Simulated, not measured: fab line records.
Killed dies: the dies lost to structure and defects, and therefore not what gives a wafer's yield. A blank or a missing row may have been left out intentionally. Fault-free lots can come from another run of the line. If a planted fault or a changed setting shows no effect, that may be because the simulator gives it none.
Chamber matching ; flow nandHarc ; cmp-04 running NHARC_A_STAIRCASE_CMP_450: 4 sister chambers
The step polishes SiO2, target thk 200 nm. 4 wafers are shown with their chamber, then 7 later ones without.

## WAFERS PAIRED WITH THEIR CHAMBERS
wafer;chamber;motorCurrentA (A)
L087.3;1;12.3
L087.5;0;11.5
L089.1;3;13.0
L089.4;2;14.0

## WAFERS WITHOUT THEIR CHAMBER
wafer;motorCurrentA (A)
L089.5;14.0
L092.1;15.2
L092.2;13.0
L092.5;13.7
L093.1;14.0
L093.5;12.6
L093.6;14.8

## WHICH CHAMBER EACH ONE RAN IN
wafer;from the rows above;in truth
L089.5;can't be placed: 2 or 3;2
L092.1;can't be placed: 2 or 3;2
L092.2;can't be placed: 3 or 1 or 2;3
L092.5;can't be placed: 2 or 3 or 1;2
L093.1;can't be placed: 2 or 3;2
L093.5;can't be placed: 1 or 3 or 0 or 2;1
L093.6;can't be placed: 2 or 3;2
0 of 7 placed correctly. Not placeable from these rows: 7 (in 7, the candidates include the true chamber). Placed wrongly: 0.
How it was worked out, from the rows above alone: a wafer's distance from a chamber is the root of the sum, over the readings, of the square of ((its reading less the chamber's mean) divided by the reading's scatter). The wafer belongs to the nearest chamber; if the next one is less than 2 further off, it can't be placed. A chamber's mean is the mean of its shown wafers. The scatter: root of mean squared gap, hidden wafer to nearest shown wafer, with one shown wafer a chamber.
